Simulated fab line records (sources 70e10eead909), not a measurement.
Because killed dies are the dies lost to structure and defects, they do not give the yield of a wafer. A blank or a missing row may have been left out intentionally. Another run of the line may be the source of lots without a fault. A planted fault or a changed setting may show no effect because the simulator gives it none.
Comparing a struck lot with a sound one    flow nand-harc    15 out of 1302 route steps
Sound: these wafers, L616.1, L616.2, L616.3. The struck wafers were L627.3, L627.4, L627.5. The cause is named last.
Each step with rows lists, per side, the tool, then ch with its chambers, then its first start. Under that, the readings that differ: sound wafers    struck wafers    difference of the means    sigmas: that difference in standard deviations of wafers without a fault.
alike: words and numbers the same on both sides, and readings whose means are apart by under 2 such deviations; not compared: readings that were withheld, readings missing a value for some wafer, numbers with overlapping values and no deviation given by the record, and bounds like >300 which may hide the same value.
A row with sigmas, a row that says differs or no value, or rows on one side alone: a step with any of these is where the two part. Non-overlapping numbers with no deviation appear without sigmas and do not part them. A reading that every wafer of one side lacks parts them only if that side has two wafers or more.

NHARC_P_GATE_STRIP_95: strips in O2.
  sound on plasma-asher-02 ch 0,1, day 7 06:48; struck on plasma-asher-02 ch 0,1, day 11 22:50
  alike: drypump-motor-current-A, heater-power-w
  not compared: rf-hours-counter-h
then, 1 step without rows for these wafers: NHARC_P_GATE_STRIP_96 (strips in SPM, time 900 s).
NHARC_P_GATE_RTA_64: time 1 s.
  sound on rtp-anneal-01 ch 0, day 7 07:22; struck on rtp-anneal-02 ch 0, day 11 23:26
reading             sound     struck    difference  sigmas
lamp-power-pct (%)  30 30 30  38 37 38  +8          +2
  alike: wafer_temp_C_max
then, 1 step without rows for these wafers: NHARC_P_GATE_ETCH_77 (etches SiO2 in dHF, target depth 6 nm).
NHARC_P_GATE_DEGAS_109: time 60 s.
  sound: pvd-sputter-03 at day 7 07:40; struck: pvd-sputter-03 at day 11 23:40
  alike: heater-power-w
then, 3 steps without rows for these wafers: NHARC_P_GATE_PRE_CLEAN_110 (time 30 s); NHARC_P_GATE_SPUTTER_78 (material Ni, target thk 10 nm); NHARC_P_GATE_SPUTTER_79 (material TiN, target thk 10 nm).
NHARC_P_GATE_RTA_80: time 30 s.
  sound on rtp-anneal-01 ch 0, day 7 07:58; struck on rtp-anneal-02 ch 0, day 12 00:02
reading           sound              struck             difference  sigmas
wafer_temp_C_max  300.6 300.9 300.6  302.2 302.3 302.0  +1.5        +2
then, 1 step without rows for these wafers: NHARC_P_GATE_STRIP_67 (strips in SPM, time 600 s).
NHARC_P_GATE_RTA_82: time 30 s.
  sound on rtp-anneal-01 ch 0, day 7 08:26; struck on rtp-anneal-02 ch 0, day 12 00:29
reading             sound        struck       difference  sigmas
lamp-power-pct (%)  3.5 3.5 3.5  4.4 4.4 4.4  +0.9        +2
  alike: wafer_temp_C_max
NHARC_P_GATE_INSPECT_68:
  sound: defect-inspect-02 at day 7 08:39; struck: defect-inspect-01 at day 12 00:38
  alike: raw-defect-count
NHARC_P_CONTACT_DEP_30: deposits SiNx, target thk 30 nm.
  sound on pecvd-02 ch 0,1,2, day 7 08:43; struck on pecvd-03 ch 1,2, day 12 00:44
  no value came back on the struck wafers for heater-power-outer-w (W), heater-power-w (W); on the sound wafers heater-power-outer-w (W) reads 489 422 429
then, 1 step without rows for these wafers: NHARC_P_CONTACT_DEP_00 (deposits SiO2, target thk 500 nm).
-- the record jumps here: 19 days lie between the struck wafers' starts before and after (it left off in module P_CONTACT and takes up again in module END, whose first step shown is number 1302 of the route) --
NHARC_END_SORT_01:
  at this point the record logs the struck wafers (prober-01 ch 0, day 30 16:31) and has no rows for the sound ones

WHERE THEY PART
First at NHARC_P_GATE_RTA_64; last, within this record, at NHARC_END_SORT_01.

WHY: what the simulator had put in
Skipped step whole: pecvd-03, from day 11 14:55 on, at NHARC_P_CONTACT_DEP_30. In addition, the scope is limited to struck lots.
